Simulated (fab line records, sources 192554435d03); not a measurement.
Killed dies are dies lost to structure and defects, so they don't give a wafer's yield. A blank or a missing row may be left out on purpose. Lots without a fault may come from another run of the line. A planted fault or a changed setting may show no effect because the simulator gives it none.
fab line records | flow n5_finfet
record lots=7 wafers=39
route steps=1938 shown FIN_SAQP@94 SD_EPI_N@288 HKMG_FIN@397 GATE_CUT@510 BEOL_M0_CUTY@713 BEOL_M0@715
start_h: hours from the record's first day to the start of the lot's first wafer shown | wait_h: hours since the lot's step before | " the same as in the row above | L1.1+2: a row that stands for several wafers | - no value, or no start given | * or withheld: withheld | < > ~ a bound
route shown NAME@n: a module of which the file shows steps, and the number in the route of the first | usual: mean/standard deviation of fault-free wafers | same: alike in all rows | chamber/n: place in a boat | sites: the reading at each site | _std_site: their standard deviation | _edge_site: outer sites' mean less inner sites' | radius_mm: how far each site lies from the wafer's centre | mask NAME#n: copy n | behind: the tool/chamber that last shaped the wafer | hold: why the lot was held/for how many hours/how that ended | device: the transistor (n, p or np) that didn't switch | end of line: the same wafers' tests at the end of the route | a step without rows: its recipe alone | killed: dies lost to structure and defects at the first sort, not the wafer's yield | map: a wafer's dies, x killed, . not, _ none there
set.NAME: the setting as run; set.NAME@STEP: as run at that earlier step | model.NAME: the simulator's own value behind a step, which no gauge read
lots whose settings were changed on purpose; a table a step, a row a wafer
## steps
# step N5_FIN_SAQP_ALD_61
# recipe material=SiO2 target_thk_a=40 temp_c=300 ald_precursor_family=BDEAS ald_co_reactant=O2-plasma pulse_time_s=1 purge_time_s=2 co_reactant_purge_time_s=2 ald_cycles=43 pressure_torr=2
# columns lot.wafer tool chamber start_h wait_h set.ald_cycles model.SiO2_of_FIN_SAQP_ALD_61.thk_nm
L080.1 ald_sin-02 2 56.76 0.1 43 3.967
L080.2 " 3 " " 54 5.012
L080.3 " 1 " " 43 4.014
L080.4 " 0 " " 54 5.029
L080.5 " 0 " " 54 5.039
L080.6 " 1 " " 43 3.985
L082.2 ald_sin-01 1 68.30 0.0 43 4.005
L082.5 " 0 " " 43 3.975
L082.6 " 3 " " 43 3.971
L087.1 ald_sin-02 3 99.39 0.0 25 2.308
L087.2 " 1 " " 25 2.3
L087.3 " 0 " " 43 3.995
L087.4 " 2 " " 43 3.969
L087.5 " 2 " " 25 2.296
L087.6 " 3 " " 43 3.989
L092.1 ald_sin-03 2 128.73 0.0 51 4.721
L092.2 " 0 " " 43 3.974
L092.3 " 1 " " 51 4.751
L092.4 " 3 " " 43 3.991
L092.5 " 3 " " 43 3.995
L092.6 " 0 " " 51 4.741
L095.1 ald_sin-01 0 146.83 0.0 32 2.966
L095.2 " 3 " " 32 2.975
L095.3 " 1 " " 43 4.014
L095.4 " 2 " " 32 3
L095.5 " 3 " " 43 4.023
L095.6 " 0 " " 43 4.011
L096.1 ald_sin-01 1 153.09 0.0 43 3.991
L096.2+5 " 0 " " 24 2.223
L096.3 " 2 " " 43 3.998
L096.4 " 3 " " 43 4.001
L096.6 " 3 " " 24 2.244
L097.1 ald_sin-02 0 158.85 0.0 51 4.73
L097.2 " 2 " " 51 4.733
L097.3 " 1 " " 43 3.997
L097.4 " 3 " " 43 4.006
L097.5 " 2 " " 51 4.732
L097.6 " 3 " " 43 4.021
# step N5_SD_EPI_N_EPI_21
# recipe material=Si:P dopant=P temp_c=680 pressure_torr=255 time_s=690
# columns lot.wafer tool chamber start_h wait_h set.epi_growth_time_s model.Si-P_of_SD_EPI_N_EPI_21.thk_nm
L080.1 epi_rpcvd-04 0 85.88 0.2 690 59.8
L080.2 " 0 " " 284.3 26.8
L080.3 " 0 " " 690 60.2
L080.4 " 0 " " 690 59.6
L080.5 " 0 " " 284.3 26.4
L080.6 " 0 " " 284.3 26.6
L082.2 epi_rpcvd-04 0 99.71 0.4 690 58.6
L082.5 " 0 " " 690 58.4
L082.6 " 0 " " 690 58.8
L087.1+5 epi_rpcvd-04 0 130.00 0.2 690 57.4
L087.2+6 " 0 " " 690 57.8
L087.3 " 0 " " 690 56.8
L087.4 " 0 " " 690 56.6
L092.1 epi_rpcvd-02 0 158.63 0.1 443.3 41.6
L092.2 " 0 " " 690 59
L092.3 " 0 " " 443.3 41.4
L092.4 " 0 " " 690 58.4
L092.5 " 0 " " 443.3 41
L092.6 " 0 " " 690 58.2
L095.1+5 epi_rpcvd-02 0 178.76 0.1 690 58.4
L095.2 " 0 " " 388.8 35.6
L095.3 " 0 " " 388.8 35.8
L095.4 " 0 " " 388.8 36
L095.6 " 0 " " 690 58.2
L096.1 epi_rpcvd-02 0 184.10 0.1 690 58.4
L096.2+4 " 0 " " 1052 79.6
L096.3 " 0 " " 690 58.2
L096.5 " 0 " " 1052 79.8
L096.6 " 0 " " 690 58.6
L097.1 epi_rpcvd-02 0 188.99 0.1 433.7 39.4
L097.2 " 0 " " 433.7 39.6
L097.3 " 0 " " 433.7 39.2
L097.4+6 " 0 " " 690 57.8
L097.5 " 0 " " 690 58
# step N5_SD_EPI_N_EPI_MEAS_23
# recipe mode=xrd
# usual thk_nm=58.7/1.2
# columns lot.wafer tool chamber start_h wait_h set.epi_growth_time_s@SD_EPI_N_EPI_21 thk_nm
L080.1 film_metro-01 - 88.15 1.9 690 59.7
L080.2 " - " " 284.3 26.8
L080.3 " - " " 690 59.2
L080.4 " - " " 690 59.6
L080.5 " - " " 284.3 25.9
L080.6 " - " " 284.3 26.4
L082.2 film_metro-01 - 101.14 1.2 690 59.5
L082.5 " - " " 690 57.1
L082.6 " - " " 690 58.2
L087.1 film_metro-02 - 132.27 1.9 690 56.1
L087.2 " - " " 690 57.8
L087.3 " - " " 690 56.6
L087.4 " - " " 690 55.4
L087.5 " - " " 690 58.4
L087.6 " - " " 690 57.7
L092.1 film_metro-01 - 160.35 1.4 443.3 41.0
L092.2 " - " " 690 58.5
L092.3 " - " " 443.3 41.9
L092.4 " - " " 690 57.9
L092.5 " - " " 443.3 40.6
L092.6 " - " " 690 57.5
L095.1 film_metro-02 - 180.47 1.4 690 59.3
L095.2 " - " " 388.8 36.9
L095.3 " - " " 388.8 36.3
L095.4 " - " " 388.8 35.4
L095.5 " - " " 690 57.0
L095.6 " - " " 690 58.3
L096.1 film_metro-01 - 185.81 1.4 690 57.5
L096.2 " - " " 1052 78.4
L096.3 " - " " 690 57.9
L096.4 " - " " 1052 79.3
L096.5 " - " " 1052 79.1
L096.6 " - " " 690 57.8
L097.1 film_metro-01 - 190.71 1.4 433.7 38.9
L097.2 " - " " 433.7 38.9
L097.3 " - " " 433.7 36.4
L097.4 " - " " 690 57.4
L097.5 " - " " 690 59.4
L097.6 " - " " 690 57.6
# step N5_SD_EPI_N_PRECLEAN_24
# recipe chemistry=O3/DIW time_s=60 temp_c=22 o3_ppm=10
# columns lot.wafer tool chamber start_h wait_h set.epi_growth_time_s@SD_EPI_N_EPI_21 model.Si-P_of_SD_EPI_N_EPI_21.thk_nm
L080.1 wet_bench-06 2 88.19 0.0 690 59.4
L080.2 " 3 " " 284.3 26.8
L080.3 " 1 " " 690 59.8
L080.4 " 0 " " 690 59.2
L080.5 " 4 " " 284.3 26.2
L080.6 " 5 " " 284.3 26.4
L082.2 wet_bench-02 6 101.18 0.0 690 58.2
L082.5 " 4 " " 690 58
L082.6 " 7 " " 690 58.4
L087.1+5 wet_bench-02 1,0 132.31 0.0 690 57
L087.2+6 " 3,6 " " 690 57.4
L087.3 " 2 " " 690 56.4
L087.4 " 7 " " 690 56.2
L092.1 wet_bench-05 4 160.39 0.0 443.3 41.4
L092.2 " 5 " " 690 58.6
L092.3 " 2 " " 443.3 41.2
L092.4 " 0 " " 690 58
L092.5 " 1 " " 443.3 40.8
L092.6 " 3 " " 690 57.8
L095.1+5 wet_bench-05 6,7 180.51 0.0 690 58
L095.2 " 3 " " 388.8 35.2
L095.3 " 2 " " 388.8 35.4
L095.4 " 1 " " 388.8 35.6
L095.6 " 0 " " 690 57.8
L096.1 wet_bench-06 1 185.85 0.0 690 58
L096.2+4 " 0,4 " " 1052 79
L096.3 " 3 " " 690 57.8
L096.5 " 7 " " 1052 79.2
L096.6 " 2 " " 690 58.2
L097.1 wet_bench-06 0 190.75 0.0 433.7 39.2
L097.2 " 4 " " 433.7 39.4
L097.3 " 6 " " 433.7 38.8
L097.4+6 " 5,3 " " 690 57.4
L097.5 " 7 " " 690 57.6
# step N5_HKMG_FIN_DEVELOP_48
# recipe develop_time_s=30 developer=TMAH resist=CAR-ArF rinse_liquid=diw dry=air_spin dev_temp_c=23
# columns lot.wafer tool chamber start_h wait_h set.develop_time_s
L080.1+2+4 litho_track-04 0 - - 19.95
L080.3+5+6 " 0 " " 30
L082.2+5+6 litho_track-04 0 - - 30
L087.1+4+6 litho_track-02 0 - - 24.18
L087.2+3+5 " 0 " " 30
L092.1+2+3 litho_track-02 0 - - 19.56
L092.4+5+6 " 0 " " 30
L095.1+4+5 litho_track-02 0 - - 30
L095.2+3+6 " 0 " " 45.11
L096.1+5+6 litho_track-02 0 - - 13.99
L096.2+3+4 " 0 " " 30
L097.1+2+6 litho_track-02 0 - - 30
L097.3+4+5 " 0 " " 18.56
# step N5_HKMG_FIN_CD_MEAS_49
# recipe target_cd_nm=202 landing_energy_ev=500 detector=se_inlens polarity=opening
# usual cd_nm=201.9/0.61
# columns lot.wafer tool chamber start_h wait_h set.develop_time_s@HKMG_FIN_DEVELOP_48 cd_nm
L080.1 cd_sem-02 0 109.46 - 19.95 200.3
L080.2 " 0 " " 19.95 200.6
L080.3 " 0 " " 30 201.8
L080.4 " 0 " " 19.95 200.6
L080.5 " 0 " " 30 202.4
L080.6 " 0 " " 30 202.0
L082.2 cd_sem-01 0 121.65 - 30 201.9
L082.5 " 0 " " 30 200.8
L082.6 " 0 " " 30 201.2
L087.1 cd_sem-01 0 152.11 - 24.18 201.7
L087.2 " 0 " " 30 201.9
L087.3 " 0 " " 30 201.2
L087.4 " 0 " " 24.18 200.1
L087.5 " 0 " " 30 202.5
L087.6 " 0 " " 24.18 200.5
L092.1 cd_sem-03 0 179.24 - 19.56 199.8
L092.2 " 0 " " 19.56 199.9
L092.3 " 0 " " 19.56 200.3
L092.4 " 0 " " 30 201.9
L092.5 " 0 " " 30 202.7
L092.6 " 0 " " 30 202.3
L095.1 cd_sem-02 0 202.66 - 30 202.1
L095.2 " 0 " " 45.11 204.5
L095.3 " 0 " " 45.11 204.4
L095.4 " 0 " " 30 203.2
L095.5 " 0 " " 30 201.5
L095.6 " 0 " " 45.11 203.7
L096.1 cd_sem-03 0 204.46 - 13.99 197.7
L096.2 " 0 " " 30 201.8
L096.3 " 0 " " 30 202.0
L096.4 " 0 " " 30 201.9
L096.5 " 0 " " 13.99 197.6
L096.6 " 0 " " 13.99 198.3
L097.1 cd_sem-03 0 208.86 - 30 201.8
L097.2 " 0 " " 30 202.2
L097.3 " 0 " " 18.56 199.5
L097.4 " 0 " " 18.56 200.1
L097.5 " 0 " " 18.56 199.3
L097.6 " 0 " " 30 202.4
# step N5_HKMG_FIN_DESCUM_53
# recipe chemistry=O2 time_s=7.9 source_power_w=50 bias_power_w=20 pressure_mtorr=20 rf_frequency_hz=2.712e+07 temp_c=40 resist=CAR-ArF o2_flow_sccm=225
# step N5_HKMG_FIN_ETCH_54
# recipe chemistry=CF4 target=SiARC target_depth_a=455 mask_material=CAR-ArF time_s=75.8 ion_energy_ev=80 pressure_mtorr=40 source_w=545 bias_w=36 Ar_flow_sccm=100 cf4_flow_sccm=100 ends=cleared
# columns lot.wafer tool chamber start_h wait_h set.develop_time_s@HKMG_FIN_DEVELOP_48 model.HKMG_FIN.cd_offset_nm
L080.1 rie_diel-04 3 109.58 0.0 19.95 -1.6
L080.2 " 2 " " 19.95 -1.2
L080.3+6 " 0,2 " " 30 0
L080.4 " 1 " " 19.95 -1.8
L080.5 " 1 " " 30 -0.2
L082.2 rie_diel-02 2 121.97 0.0 30 -0.6
L082.5+6 " 2,3 " " 30 -0.8
L087.1 rie_diel-05 2 152.23 0.0 24.18 -0.4
L087.2 " 1 " " 30 -0.4
L087.3 " 0 " " 30 -0.6
L087.4 " 3 " " 24.18 -2
L087.5 " 2 " " 30 0.4
L087.6 " 3 " " 24.18 -1.4
L092.1 rie_diel-02 0 179.56 0.0 19.56 -2
L092.2 " 2 " " 19.56 -2.2
L092.3 " 3 " " 19.56 -1.8
L092.4 " 1 " " 30 -0.2
L092.5 " 0 " " 30 0.6
L092.6 " 3 " " 30 0.8
L095.1 rie_diel-04 2 202.79 0.0 30 0
L095.2 " 1 " " 45.11 2.6
L095.3 " 3 " " 45.11 2.2
L095.4 " 0 " " 30 1.2
L095.5 " 3 " " 30 -0.4
L095.6 " 0 " " 45.11 1.6
L096.1+5 rie_diel-02 1 204.58 0.0 13.99 -4
L096.2 " 3 " " 30 0.2
L096.3+4 " 0,2 " " 30 -0.2
L096.6 " 0 " " 13.99 -3.6
L097.1+6 rie_diel-02 3,2 209.08 0.0 30 -0.2
L097.2 " 1 " " 30 0.2
L097.3 " 2 " " 18.56 -3
L097.4 " 1 " " 18.56 -1.8
L097.5 " 3 " " 18.56 -2.8
# step N5_HKMG_FIN_ETCH_55
# recipe chemistry=N2/H2 target=SOC target_depth_a=2400 temp_c=40 time_s=300 ion_energy_ev=200 mask_material=SiARC pressure_mtorr=30 source_w=840 bias_w=150 n2_flow_sccm=200 h2_flow_sccm=200
# columns lot.wafer tool chamber start_h wait_h set.develop_time_s@HKMG_FIN_DEVELOP_48 model.HKMG_FIN.cd_offset_nm
L080.1 rie_diel-04 3 109.64 0.0 19.95 -1.2
L080.2 " 2 " " 19.95 -1
L080.3 " 0 " " 30 0.2
L080.4 " 1 " " 19.95 -2.2
L080.5 " 1 " " 30 -0.6
L080.6 " 2 " " 30 0.4
L082.2+5 rie_diel-02 2 122.03 0.0 30 -0.4
L082.6 " 3 " " 30 -0.2
L087.1 rie_diel-05 2 152.29 0.0 24.18 -0.6
L087.2 " 1 " " 30 -0.4
L087.3 " 0 " " 30 -0.6
L087.4 " 3 " " 24.18 -1.6
L087.5 " 2 " " 30 0.4
L087.6 " 3 " " 24.18 -0.8
L092.1 rie_diel-02 0 179.62 0.0 19.56 -2
L092.2 " 2 " " 19.56 -2.4
L092.3 " 3 " " 19.56 -1.6
L092.4 " 1 " " 30 -0.8
L092.5 " 0 " " 30 0.6
L092.6 " 3 " " 30 1
L095.1+5 rie_diel-04 2,3 202.84 0.0 30 0.4
L095.2+3 " 1,3 " " 45.11 2.6
L095.4 " 0 " " 30 1
L095.6 " 0 " " 45.11 2
L096.1 rie_diel-02 1 204.64 0.0 13.99 -5.2
L096.2 " 3 " " 30 0.6
L096.3 " 0 " " 30 -0.2
L096.4 " 2 " " 30 -0.4
L096.5 " 1 " " 13.99 -5
L096.6 " 0 " " 13.99 -4
L097.1+6 rie_diel-02 3,2 209.14 0.0 30 -0.4
L097.2 " 1 " " 30 -0.8
L097.3 " 2 " " 18.56 -3
L097.4+5 " 1,3 " " 18.56 -2.6
# step N5_GATE_CUT_ALD_22
# recipe material=SiNx target_thk_a=160 temp_c=400 ald_precursor_family=SiH2I2 ald_co_reactant=N2/H2-plasma pulse_time_s=1 ald_cycles=320 purge_time_s=2 co_reactant_purge_time_s=2 pressure_torr=2
# columns lot.wafer tool chamber start_h wait_h set.ald_cycles model.SiNx_of_GATE_CUT_ALD_22.thk_nm
L080.1+2+3+4+5+6 ald_sin-02 1,3,2,0,0,3 122.48 0.0 320 15.8
L082.2+6 ald_sin-04 2,1 135.01 0.0 320 16
L082.5 " 0 " " 320 16.2
L087.1+2 ald_sin-02 0,2 164.92 0.0 200 10
L087.3 " 1 " " 200 9.8
L087.4 " 1 " " 320 15.8
L087.5+6 " 2,0 " " 320 16
L092.1+2+6 ald_sin-01 2,1,1 192.32 0.0 320 16
L092.3+4+5 " 3,0,0 " " 137 6.8
L095.1+2+6 ald_sin-01 0,3,0 216.00 0.2 320 16
L095.3+5 " 1 " " 170 8.4
L095.4 " 2 " " 170 8.6
L096.1+2 ald_sin-04 1,3 217.13 0.0 224 11.2
L096.3 " 2 " " 224 11
L096.4+6 " 0 " " 320 16.2
L096.5 " 3 " " 320 16
L097.1+4+6 ald_sin-01 0,2,2 222.03 0.1 320 16
L097.2+5 " 3,1 " " 443 22.2
L097.3 " 1 " " 443 22
# step N5_GATE_CUT_CMP_23
# recipe stop_on=SiO2 t_overpolish_s=23.4 post_cmp_clean=alkaline_brush down_force_psi=2.5 platen_rpm=51.8 pad_velocity_m_s=1.0307 target_thk_nm=16
# usual time_to_endpoint_s=18.2/2.3
# columns lot.wafer tool chamber start_h wait_h set.ald_cycles@GATE_CUT_ALD_22 time_to_endpoint_s model.SiNx_of_GATE_CUT_ALD_22.thk_nm
L080.4 cmp-04 2 123.97 0.8 320 20.0 15.8
L080.1 " 3 " " 320 17.9 15.8
L080.2 " 0 " " 320 18.1 15.8
L080.3 " 1 " " 320 21.7 15.8
L080.5 " 2 " " 320 21.3 15.8
L080.6 " 3 " " 320 18.2 15.8
L082.2 cmp-04 0 136.54 0.8 320 15.7 16
L082.5 " 3 " " 320 16.3 16.2
L082.6 " 0 " " 320 17.9 16
L087.4 cmp-02 3 166.41 0.0 320 17.6 15.8
L087.3 " 0 " " 200 13.8 9.8
L087.2 " 1 " " 200 12.2 10
L087.1 " 2 " " 200 10.6 10
L087.6 " 3 " " 320 19.3 16
L087.5 " 0 " " 320 15.6 16
L092.4 cmp-04 1 193.81 0.8 137 5.1 6.8
L092.1 " 2 " " 320 14.6 16
L092.3 " 3 " " 137 2.3 6.8
L092.2 " 0 " " 320 13.1 16
L092.5 " 1 " " 137 6.4 6.8
L092.6 " 2 " " 320 16.9 16
L095.2 cmp-02 1 217.49 0.8 320 20.4 16
L095.3 " 2 " " 170 10.6 8.4
L095.1 " 3 " " 320 17.7 16
L095.4 " 0 " " 170 10.5 8.6
L095.6 " 1 " " 320 23.1 16
L095.5 " 2 " " 170 11.2 8.4
L096.4 cmp-03 2 218.62 0.8 320 18.6 16.2
L096.2 " 3 " " 224 14.1 11.2
L096.3 " 0 " " 224 14.0 11
L096.1 " 1 " " 224 12.5 11.2
L096.6 " 2 " " 320 20.5 16.2
L096.5 " 3 " " 320 19.1 16
L097.4 cmp-03 0 223.51 0.8 320 23.0 16
L097.3 " 1 " " 443 27.6 13.8
L097.1 " 2 " " 320 18.7 16
L097.2 " 3 " " 443 27.3 14.8
L097.6 " 0 " " 320 17.4 16
L097.5 " 1 " " 443 28.6 13.8
# step N5_BEOL_M0_CUTY_ETCH_63
# recipe chemistry=N2/H2 target=SOC target_depth_a=827 overetch_a=165 mask_material=SiARC temp_c=40 ion_energy_ev=200 time_s=124 pressure_mtorr=30 source_w=840 bias_w=150 n2_flow_sccm=200 h2_flow_sccm=200
# columns lot.wafer tool chamber start_h wait_h set.time_s model.SiO2_of_BEOL_M0_SAQP_SPACER2_ALD_26.thk_nm
L080.1+4 rie_diel-02 2,3 154.22 0.0 77.82 8.4
L080.2 " 0 " " 124 7.2
L080.3 " 1 " " 124 7.4
L080.5 " 2 " " 124 7
L080.6 " 1 " " 77.82 8.6
L082.2+5 rie_diel-04 0,3 166.06 0.0 124 7.2
L082.6 " 2 " " 124 7
L087.1+2 rie_diel-02 0,1 196.32 0.0 83.53 8.4
L087.3+5+6 " 2,3,2 " " 124 7
L087.4 " 3 " " 83.53 8.2
L092.1+2 rie_diel-04 2,3 225.70 0.0 191.8 5.4
L092.3 " 0 " " 124 7.2
L092.4 " 1 " " 191.8 5.6
L092.5+6 " 1,0 " " 124 7.4
L095.1 rie_diel-04 0 243.87 0.0 124 7.4
L095.2+5 " 2,3 " " 181.1 5.6
L095.3 " 1 " " 181.1 5.8
L095.4+6 " 3,2 " " 124 7.2
L096.1 rie_diel-02 1 245.76 0.0 124 7.4
L096.2+3+4 " 3,2,0 " " 124 7
L096.5 " 1 " " 124 7.2
L096.6 " 2 " " 124 6.8
L097.1 rie_diel-02 0 250.15 0.0 124 7.2
L097.2 " 1 " " 124 7.4
L097.3 " 2 " " 85.67 8
L097.4 " 3 " " 124 7
L097.5 " 1 " " 85.67 8.4
L097.6 " 0 " " 85.67 8.2
# step N5_BEOL_M0_CUTY_STRIP_64
# recipe chemistry=N2/H2 temp_c=40 n2_flow_sccm=200 h2_flow_sccm=200 rf_frequency_hz=6e+07
# step N5_BEOL_M0_ETCH_138
# recipe chemistry=CH3F/O2 target_depth_a=120 target=SiCN time_s=31.6 ion_energy_ev=120 pressure_mtorr=30 source_w=395 bias_w=75 Ar_flow_sccm=150 CH3F_flow_sccm=30 O2_flow_sccm=20 ends=cleared
# columns lot.wafer tool chamber start_h wait_h set.time_s@BEOL_M0_CUTY_ETCH_63 model.SiO2_of_BEOL_M0_SAQP_SPACER2_ALD_26.thk_nm
L080.1+4 rie_diel-02 2,3 154.34 0.0 77.82 6.4
L080.2 " 0 " " 124 5.2
L080.3 " 1 " " 124 5.4
L080.5 " 2 " " 124 5
L080.6 " 1 " " 77.82 6.6
L082.2+5 rie_diel-04 0,3 166.19 0.0 124 5.4
L082.6 " 2 " " 124 5
L087.1+4 rie_diel-02 0,3 196.44 0.0 83.53 6.2
L087.2 " 1 " " 83.53 6.4
L087.3+5+6 " 2,3,2 " " 124 5
L092.1+2 rie_diel-04 2,3 225.82 0.0 191.8 3.4
L092.3 " 0 " " 124 5.2
L092.4 " 1 " " 191.8 3.6
L092.5+6 " 1,0 " " 124 5.4
L095.1 rie_diel-04 0 243.99 0.0 124 5.4
L095.2+5 " 2,3 " " 181.1 3.6
L095.3 " 1 " " 181.1 4
L095.4+6 " 3,2 " " 124 5.2
L096.1 rie_diel-02 1 245.89 0.0 124 5.4
L096.2+4 " 3,0 " " 124 5
L096.3+6 " 2 " " 124 4.8
L096.5 " 1 " " 124 5.2
L097.1 rie_diel-02 0 250.27 0.0 124 5.2
L097.2 " 1 " " 124 5.4
L097.3 " 2 " " 85.67 6
L097.4 " 3 " " 124 4.8
L097.5+6 " 1,0 " " 85.67 6.2
# step N5_BEOL_M0_HM_OPEN_105
# recipe chemistry=Cl2/BCl3 target_depth_a=120 target=TiN ion_energy_ev=150 pressure_mtorr=10 icp_w=1000 bias_w=126 Cl2_flow_sccm=53.25 bcl3_flow_sccm=21.75 Ar_flow_sccm=25
# columns lot.wafer tool chamber start_h wait_h set.time_s@BEOL_M0_CUTY_ETCH_63 model.SiO2_of_BEOL_M0_SAQP_SPACER2_ALD_26.thk_nm
L080.1+4 rie_metal-02 1,0 154.50 0.1 77.82 4
L080.2 " 0 " " 124 2.8
L080.3 " 1 " " 124 3
L080.5 " 1 " " 124 2.6
L080.6 " 0 " " 77.82 4.2
L082.2+5 rie_metal-01 0,1 167.67 1.4 124 3
L082.6 " 0 " " 124 2.8
L087.1+4 rie_metal-03 0 198.46 2.0 83.53 3.8
L087.2 " 1 " " 83.53 4
L087.3+5+6 " 1,0,1 " " 124 2.4
L092.1+2+4 rie_metal-01 0,1,0 226.17 0.3 191.8 1.6
L092.3 " 1 " " 124 2.8
L092.5+6 " 0,1 " " 124 3
L095.1 rie_metal-03 0 245.98 2.0 124 3
L095.2+3+5 " 1 " " 181.1 1.8
L095.4+6 " 0 " " 124 2.8
L096.1 rie_metal-01 0 246.17 0.2 124 3
L096.2+3+4 " 1,0,1 " " 124 2.6
L096.5 " 1 " " 124 2.8
L096.6 " 0 " " 124 2.4
L097.1 rie_metal-02 0 252.97 2.7 124 2.8
L097.2 " 1 " " 124 3
L097.3 " 0 " " 85.67 3.6
L097.4 " 1 " " 124 2.6
L097.5+6 " 0,1 " " 85.67 3.8
## key
split step=N5_FIN_SAQP_ALD_61 setting=ald_cycles stated=43 by=wafer
response step=N5_FIN_SAQP_ALD_61 reading=model.SiO2_of_FIN_SAQP_ALD_61.thk_nm change=+0.0401 per=1% r=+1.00
split step=N5_SD_EPI_N_EPI_21 setting=epi_growth_time_s stated=690 by=wafer
response step=N5_SD_EPI_N_EPI_21 reading=model.Si-P_of_SD_EPI_N_EPI_21.thk_nm change=+0.497 per=1% r=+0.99
response step=N5_SD_EPI_N_EPI_MEAS_23 reading=thk_nm change=* per=1% r=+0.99
response step=N5_SD_EPI_N_PRECLEAN_24 reading=model.Si-P_of_SD_EPI_N_EPI_21.thk_nm change=+0.494 per=1% r=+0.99
split step=N5_HKMG_FIN_DEVELOP_48 setting=develop_time_s stated=30 by=wafer
response step=N5_HKMG_FIN_CD_MEAS_49 reading=cd_nm change=+0.0587 per=1% r=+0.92
response step=N5_HKMG_FIN_ETCH_54 reading=model.HKMG_FIN.cd_offset_nm change=+0.057 per=1% r=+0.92
response step=N5_HKMG_FIN_ETCH_55 reading=model.HKMG_FIN.cd_offset_nm change=+0.0598 per=1% r=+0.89
split step=N5_GATE_CUT_ALD_22 setting=ald_cycles stated=320 by=wafer
response step=N5_GATE_CUT_ALD_22 reading=model.SiNx_of_GATE_CUT_ALD_22.thk_nm change=+0.161 per=1% r=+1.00
response step=N5_GATE_CUT_CMP_23 reading=time_to_endpoint_s change=* per=1% r=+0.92
response step=N5_GATE_CUT_CMP_23 reading=model.SiNx_of_GATE_CUT_ALD_22.thk_nm shape=bent at_lowest=6.8 at_stated=15.97 at_highest=14.13
split step=N5_BEOL_M0_CUTY_ETCH_63 setting=time_s stated=124 by=wafer
response step=N5_BEOL_M0_CUTY_ETCH_63 reading=model.SiO2_of_BEOL_M0_SAQP_SPACER2_ALD_26.thk_nm change=-0.0349 per=1% r=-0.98
response step=N5_BEOL_M0_ETCH_138 reading=model.SiO2_of_BEOL_M0_SAQP_SPACER2_ALD_26.thk_nm change=-0.0343 per=1% r=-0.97
response step=N5_BEOL_M0_HM_OPEN_105 reading=model.SiO2_of_BEOL_M0_SAQP_SPACER2_ALD_26.thk_nm change=-0.0289 per=1% r=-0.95
